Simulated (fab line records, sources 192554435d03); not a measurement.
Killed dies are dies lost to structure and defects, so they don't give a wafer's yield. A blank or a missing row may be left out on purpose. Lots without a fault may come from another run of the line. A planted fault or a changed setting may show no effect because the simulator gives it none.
Chamber matching | flow n5_finfet | N5_STI_FIN_REVEAL_ETCH_34 on rie_si-06: 4 sister chambers
The step etches Si in H2, material Si, target depth 0.97 nm. 4 wafers are shown with their chamber, then 12 later ones without.

WAFERS WITH THEIR CHAMBER
wafer  | chamber | drypump_motor_current_A (A)
L081.6 | 1       | 5.2
L089.1 | 3       | 5.4
L089.2 | 0       | 5.7
L089.4 | 2       | 6.7

WAFERS WITHOUT THEIR CHAMBER
wafer  | drypump_motor_current_A (A)
L091.1 | 5.4
L091.4 | 5.7
L091.6 | 5.7
L092.1 | 5.2
L092.2 | 5.6
L092.3 | 6.7
L093.1 | 5.2
L093.2 | 5.7
L093.3 | 6.7
L093.4 | 5.4
L093.5 | 6.7
L093.6 | 5.4

WHICH CHAMBER EACH WENT THROUGH
wafer  | from the rows above | in truth
L091.1 | 3                   | 3
L091.4 | 0                   | 0
L091.6 | 0                   | 0
L092.1 | 1                   | 1
L092.2 | 0                   | 0
L092.3 | 2                   | 2
L093.1 | 1                   | 1
L093.2 | 0                   | 0
L093.3 | 2                   | 2
L093.4 | 3                   | 3
L093.5 | 2                   | 2
L093.6 | 3                   | 3
Placed correctly: 12 of 12. Can't be placed from these rows: 0. Placed wrongly: 0.
How it was worked out, from the rows above alone: a wafer's distance from a chamber is the root of the sum, over the readings, of the square of ((its reading less the chamber's mean) divided by the reading's scatter). The wafer belongs to the nearest chamber; if the next one is less than 2 further off, it can't be placed. A chamber's mean is the mean of its shown wafers. The scatter: with one shown wafer a chamber, the root of the mean of the squares of how far each hidden wafer lies from its nearest shown one.
